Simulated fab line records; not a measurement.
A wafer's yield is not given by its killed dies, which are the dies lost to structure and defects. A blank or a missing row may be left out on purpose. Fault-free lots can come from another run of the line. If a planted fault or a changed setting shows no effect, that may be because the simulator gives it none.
fab line records | flow n5_finfet
record lots=4 | wafers=10 | last_day=16
route steps=1938 shown MOL_CONTACT_COAG@620 BEOL_M0_SAQP@632 BEOL_M0@726 BEOL_M4@1111
lots with no fault: from the same line, run without faults
start_h: hours from the record's opening day to when the first of the lot's shown wafers began | wait_h: time in hours since the lot's previous step | " same as the row above | L1.1+2: several wafers, shown together as one row | - no value, or no start was given | * or withheld: withheld | < > ~ a bound
route shown NAME@n: a module of which the file shows steps, and the number in the route of the first | usual: mean and standard deviation over wafers with no fault | same: alike in all rows | chamber/n: place in a boat | sites: readings site by site | _std_site: the standard deviation of these | _edge_site: outer sites' mean less inner sites' | radius_mm: how far each site lies from the wafer's centre | mask NAME#n: copy n | behind: tool/chamber where the wafer was last shaped | hold: why the lot was held/for how many hours/how that ended | device: names the non-switching transistor (n, p or np) | end of line: tests run on the same wafers once the route is complete | where a step has no rows: the recipe by itself | killed: dies that structure and defects cost at the first sort, which is not the same as the wafer's yield | map: a wafer's dies, marking killed ones x, the rest . and places with no die _
set.NAME: the setting as run; set.NAME@STEP: as run at that earlier step | model.NAME: the simulator's own value behind a step, which no gauge read
a table for each step, a row for each wafer; lots at some steps of the route
services: the hour from which a tool's chamber was out of use, counted from the record's first day as start_h (under 0 if before that day), plus the number of hours and why
## steps
# step N5_MOL_CONTACT_COAG_PRECLEAN_138
# recipe chemistry=alkaline_clean | temp_c=60 | time_s=60 | do_ppb=50
# step N5_MOL_CONTACT_COAG_SRD_139
# recipe dry=ipa_marangoni | time_s=30 | temp_c=23 | rinse_liquid=diw
# step N5_MOL_CONTACT_COAG_PRE_CLEAN_121
# recipe gas=H2/He | time_s=* | temp_c=withheld
# step N5_MOL_CONTACT_COAG_CVD_140
# recipe material=W | target_thk_a=665 | mode=selective_fill | temp_c=300 | time_s=215
# step N5_MOL_CONTACT_COAG_PRECLEAN_127
# recipe chemistry=DIW | time_s=57.5 | temp_c=23
# step N5_MOL_CONTACT_COAG_SRD_128
# recipe dry_time_s=32 | dry=n2_spin | spin_rpm=1500
# step N5_MOL_CONTACT_COAG_CMP_52
# recipe stop_on=SiO2 | t_overpolish_s=1.5 | post_cmp_clean=w_dilute_nh4oh | down_force_psi=4 | platen_rpm=50.289 | pad_velocity_m_s=1.0006 | target_thk_nm=66.5
# step N5_MOL_CONTACT_COAG_ANNEAL_112
# recipe temp_c=400 | time_s=1800 | ambient=HPD2 | pressure_atm=10
# step N5_BEOL_M0_SAQP_PECVD_00
# recipe material=SiCN | target_thk_a=80 | temp_c=withheld | precursor=3MS/NH3 | pressure_torr=3 | rf_w=202 | time_s=14
# usual showerhead_plenum_p_Torr=3.667/0.0059 | showerhead_vpp_V=877/28 | throttle_valve_pct=9.2/0.66
lot.wafer | tool     | chamber | start_h | wait_h | showerhead_plenum_p_Torr | showerhead_vpp_V | since_wet_clean_h | throttle_valve_pct | model.SiCN_of_BEOL_M0_SAQP_PECVD_00.thk_nm
L691.2    | pecvd-03 | 0       | 126.46  | 0.2    | 3.674                    | 900              | 1193              | 9.6                | 8
L691.4    | "        | 2       | "       | "      | 3.666                    | 917              | -                 | 8.9                | 8
L691.5    | "        | 0       | "       | "      | 3.660                    | 904              | -                 | 9.8                | 8
L696.3    | pecvd-03 | 0       | 162.85  | 0.1    | 3.669                    | 901              | 1229              | 9.8                | 7.8
L696.4    | "        | 1       | "       | "      | 3.665                    | 867              | -                 | 10.0               | 5.4
L702.3    | pecvd-03 | 0       | 192.52  | 0.1    | 3.664                    | 898              | -                 | 10.0               | 8
L702.5    | "        | 1       | "       | "      | 3.671                    | 840              | -                 | 9.9                | 5.6
L704.1    | pecvd-01 | 1       | 201.11  | 0.2    | 3.666                    | 846              | 1811              | 9.4                | 7.8
L704.2    | "        | 2       | "       | "      | 3.678                    | 886              | 315               | 8.0                | 8
L704.6    | "        | 0       | "       | "      | 3.668                    | 887              | -                 | 9.6                | 8
# step N5_BEOL_M0_SAQP_ILD_DEP_01
# recipe material=SiOC | target_thk_a=454.19 | temp_c=350 | precursor=DEMS/O2 | pressure_torr=5 | rf_w=500 | time_s=8.7
# step N5_BEOL_M0_SAQP_HM_DEP_02
# recipe material=TiN | target_thk_a=120 | temp_c=25 | chamber_pressure_pa=0.49996
# step N5_BEOL_M0_SAQP_PECVD_03
# recipe material=SiCN | target_thk_a=120 | temp_c=withheld | precursor=3MS/NH3 | pressure_torr=3 | rf_w=202 | time_s=21.1
# step N5_BEOL_M0_SAQP_PECVD_96
# recipe material=a-Si | target_thk_a=450 | temp_c=350 | precursor=SiH4/He | pressure_torr=3 | rf_w=100 | time_s=45.2
# step N5_BEOL_M0_SAQP_PECVD_97
# recipe material=SiNx | target_thk_a=230 | temp_c=350 | precursor=SiH4/NH3/N2 | pressure_torr=1.5 | rf_w=300 | time_s=19.9
# step N5_BEOL_M0_SAQP_PECVD_04
# recipe material=a-Si | target_thk_a=600 | temp_c=350 | precursor=SiH4/He | pressure_torr=3 | rf_w=100 | time_s=60.2
# step N5_BEOL_M0_SAQP_HM_DEP_111
# recipe material=SiO2 | target_thk_a=120 | temp_c=400 | precursor=SiH4/N2O | pressure_torr=0.75 | rf_w=275 | time_s=7.2
# step N5_BEOL_M0_SAQP_COAT_81
# recipe resist=SOC | temp_c=250 | time_s=60 | spin_rpm=1500 | resist_thk_nm=100
# step N5_BEOL_M0_SAQP_COAT_82
# recipe resist=SiARC | temp_c=220 | time_s=60 | spin_rpm=1500 | resist_thk_nm=30
# step N5_BEOL_M0_SAQP_COAT_08
# recipe resist=CAR-ArF | spin_rpm=1500 | resist_thk_nm=90
# step N5_BEOL_M0_SAQP_EBR_10
# recipe solvent=PGMEA | ebr_width_mm=1.5
# step N5_BEOL_M0_SAQP_SOFTBAKE_09
# recipe temp_c=110 | time_s=60 | resist=CAR-ArF
# step N5_BEOL_M0_SAQP_EXPOSE_11
# recipe mask_id=M0_CORE | na=1.35 | source_shape=dipole | sigma_inner=0.538 | sigma_outer=0.738 | polarization=te | target_cd_nm=42 | dose_mj=55
# step N5_BEOL_M0_SAQP_PEB_12
# recipe peb_temp_c=withheld | peb_time_s=60 | resist=CAR-ArF
# step N5_BEOL_M0_SAQP_DEVELOP_13
# recipe develop_time_s=30 | developer=TMAH | resist=CAR-ArF | dev_temp_c=23 | rinse_liquid=diw | dry=air_spin
# step N5_BEOL_M0_SAQP_DESCUM_19
# recipe chemistry=O2 | time_s=7.9 | source_power_w=50 | bias_power_w=20 | pressure_mtorr=20 | rf_frequency_hz=2.712e+07 | temp_c=40 | resist=CAR-ArF | o2_flow_sccm=225
# step N5_BEOL_M0_SAQP_ETCH_83
# recipe chemistry=CF4 | target=SiARC | target_depth_a=390 | mask_material=CAR-ArF | time_s=65 | ion_energy_ev=80 | pressure_mtorr=40 | source_w=545 | bias_w=36 | Ar_flow_sccm=100 | cf4_flow_sccm=100 | ends=cleared
# step N5_BEOL_M0_SAQP_ETCH_84
# recipe chemistry=N2/H2 | target=SOC | target_depth_a=1000 | overetch_a=200 | mask_material=SiARC | temp_c=40 | time_s=150 | ion_energy_ev=200 | pressure_mtorr=30 | source_w=840 | bias_w=150 | n2_flow_sccm=200 | h2_flow_sccm=200
# step N5_BEOL_M0_SAQP_STRIP_80
# recipe chemistry=N2/H2 | temp_c=40 | n2_flow_sccm=200 | h2_flow_sccm=200 | rf_frequency_hz=6e+07
# step N5_BEOL_M0_SAQP_HM_OPEN_112
# recipe chemistry=CHF3/O2 | target=SiO2 | stop_on=a-Si | target_depth_a=120 | over_etch_frac=1.25 | mask_material=SOC | time_s=13.5 | pressure_mtorr=30 | source_w=650 | bias_w=170 | Ar_flow_sccm=200 | CHF3_flow_sccm=50 | O2_flow_sccm=5 | ion_energy_ev=200 | ends=end_point
# step N5_BEOL_M0_SAQP_STRIP_113
# recipe chemistry=CHF3/O2 | resist=SiARC | rf_frequency_hz=6e+07
# step N5_BEOL_M0_SAQP_MANDREL_ETCH_20
# recipe target_depth_a=600 | chemistry=HBr/Cl2 | target=a-Si | stop_on=SiNx | bt_time_s=10 | mask_material=SOC | over_etch_frac=0.5 | time_s=30 | pressure_mtorr=10 | icp_w=800 | bias_w=75 | HBr_flow_sccm=150 | Cl2_flow_sccm=80 | ends=end_point
# step N5_BEOL_M0_SAQP_STRIP_86
# recipe chemistry=N2/H2 | power_w=500 | temp_c=40 | pressure_mtorr=50 | rf_frequency_hz=6e+07 | overash_fraction=0.3 | bias_power_w=28 | h2_frac=0.5 | n2_flow_sccm=300 | h2_flow_sccm=300
# step N5_BEOL_M0_SAQP_STRIP_115
# recipe chemistry=post_etch_residue_remover | time_s=60 | temp_c=25 | remover_ph=withheld | remover_water_wt_pct=withheld | remover_fluoride_wt_pct=withheld
# step N5_BEOL_M0_SAQP_SRD_93
# recipe dry=ipa_marangoni | time_s=30 | temp_c=23 | rinse_liquid=diw
# step N5_BEOL_M0_ETCH_109
# recipe chemistry=CH3F/O2 | target_depth_a=80 | overetch_a=24 | target=SiCN | time_s=27.4 | ion_energy_ev=120 | pressure_mtorr=30 | source_w=395 | bias_w=75 | Ar_flow_sccm=150 | CH3F_flow_sccm=30 | O2_flow_sccm=20
# usual drypump_motor_current_A=5.7/0.44 | oes_product_au=0.68/0.077 | rf_vpp_V=297.9/1.8 | showerhead_plenum_p_Torr=2.03/0.078 | throttle_valve_pct=16.31/0.26
lot.wafer | tool        | chamber | start_h | wait_h | drypump_motor_current_A | oes_product_au | rf_hours_counter_h | rf_vpp_V | showerhead_plenum_p_Torr | throttle_valve_pct | model.etch.depth_nm
L691.2    | rie_diel-02 | 1       | 136.35  | 0.1    | 6.5                     | 0.70           | 70                 | 301.4    | 2.10                     | 15.97              | 8.001
L691.4    | "           | 3       | "       | "      | 5.8                     | 0.60           | 217                | 297.2    | 1.98                     | 16.37              | 8.033
L691.5    | "           | 2       | "       | "      | 5.9                     | 0.64           | -                  | 298.9    | 2.07                     | 16.21              | 8.004
L696.3    | rie_diel-02 | 3       | 172.96  | 0.0    | 5.7                     | 0.58           | 232                | 295.9    | 1.97                     | 16.42              | 7.887
L696.4    | "           | 0       | "       | "      | 6.3                     | 0.53           | 171                | 295.9    | 1.99                     | 16.14              | 5.489
L702.3    | rie_diel-02 | 3       | 203.27  | 0.1    | 5.8                     | 0.58           | 243                | 297.0    | 1.97                     | 16.43              | 8.063
L702.5    | "           | 3       | "       | "      | 5.8                     | 0.48           | -                  | 296.4    | 1.97                     | 16.42              | 5.656
L704.1    | rie_diel-05 | 0       | 210.31  | 0.1    | 5.9                     | 0.75           | 37                 | 295.9    | 1.95                     | 15.91              | 7.819
L704.2    | "           | 3       | "       | "      | 4.8                     | 0.60           | 209                | 298.4    | 2.06                     | 16.40              | 7.931
L704.6    | "           | 2       | "       | "      | 5.5                     | 0.74           | -                  | 301.0    | 2.13                     | 16.13              | 7.904
# step N5_BEOL_M4_RC_MEAS_101
# usual DIBL_N=35.9/1.4 | DIBL_P=35.9/1.7 | IOFF_N=0.155/0.023 | IOFF_P=0.201/0.029 | ION_N=672/8.8 | ION_P=460/7 | SS_N=71.6/0.48 | SS_P=73.1/0.64 | VT_N=250.0/3 | VT_P=-251.6/3
lot.wafer | tool      | chamber | start_h | wait_h | DIBL_N[mV/V] | DIBL_P[mV/V] | IOFF_N[nA/um] | IOFF_P[nA/um] | ION_N[uA/um] | ION_P[uA/um] | SS_N[mV/dec] | SS_P[mV/dec] | VT_N[mV] | VT_P[mV]
L691.2    | prober-02 | 0       | 194.47  | 0.2    | 37.3         | 36.8         | 0.160         | 0.201         | 665          | 460          | 71.9         | 73.2         | 251.1    | -252.7
L691.4    | "         | 0       | "       | "      | 35.7         | 34.2         | 0.129         | 0.169         | 670          | 452          | 70.9         | 72.5         | 255.2    | -253.7
L691.5    | "         | 0       | "       | "      | 34.6         | 33.3         | 0.116         | 0.159         | 660          | 453          | 71.2         | 72.6         | 257.5    | -254.8
L696.3    | prober-01 | 0       | 224.50  | 0.3    | 39.5         | 40.3         | 0.239         | 0.238         | 688          | 459          | 72.3         | 74.1         | 241.2    | -250.3
L696.4    | "         | 0       | "       | "      | 36.0         | 35.5         | 0.149         | 0.167         | 663          | 444          | 71.4         | 72.6         | 247.5    | -255.5
L702.3    | prober-01 | 0       | 252.36  | 0.3    | 36.7         | 36.6         | 0.178         | 0.247         | 675          | 466          | 71.5         | 73.5         | 247.9    | -248.8
L702.5    | "         | 0       | "       | "      | 36.7         | 36.6         | 0.183         | 0.241         | 679          | 472          | 72.0         | 72.8         | 245.7    | -248.7
L704.1    | prober-01 | 0       | 269.18  | 0.0    | 39.0         | 37.0         | 0.170         | 0.219         | 675          | 459          | 72.4         | 73.6         | 247.8    | -255.0
L704.2    | "         | 0       | "       | "      | 37.8         | 35.2         | 0.148         | 0.186         | 671          | 450          | 70.7         | 73.0         | 252.3    | -253.5
L704.6    | "         | 0       | "       | "      | 39.6         | 38.5         | 0.191         | 0.237         | 684          | 463          | 72.0         | 74.2         | 247.0    | -248.9
## services
tool        | chamber | start_h | hours | kind
pecvd-03    | 1       | 118.11  | -     | calibration
rie_diel-05 | 2       | 118.45  | -     | clean
rie_diel-05 | 2       | 118.45  | -     | consumable_replace:focus_ring
rie_diel-05 | 2       | 118.45  | -     | consumable_replace:showerhead
rie_diel-05 | 2       | 118.45  | 17.9  | scheduled_down
rie_diel-05 | 2       | 118.45  | 17.9  | vent_cycle
pecvd-01    | -       | 146.33  | 0.9   | repair
pecvd-03    | 2       | 185.47  | 8.2   | repair
pecvd-03    | -       | 193.15  | 14.6  | pm
## key
first_sign none at tools or gauges
model_effect step=N5_BEOL_M0_SAQP_PECVD_00 | value=SiCN_of_BEOL_M0_SAQP_PECVD_00.thk_nm | without=8.2 | struck=5.5
model_effect step=N5_BEOL_M0_ETCH_109 | value=etch.depth_nm | without=8.218 | struck=5.573
met_at N5_BEOL_M0_SAQP_PECVD_00
struck_wafers L696.4,L702.5
onset_between 126.46 162.85
fault kind=process_parameter_drift | tool=pecvd-03 | chamber=- | onset_h=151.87 | steps=N5_BEOL_M0_SAQP_PECVD_00 | channel=time_s | offset=* | shape=step | end_h=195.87 | scope=struck_wafers_only | acts_in=* | stated=*
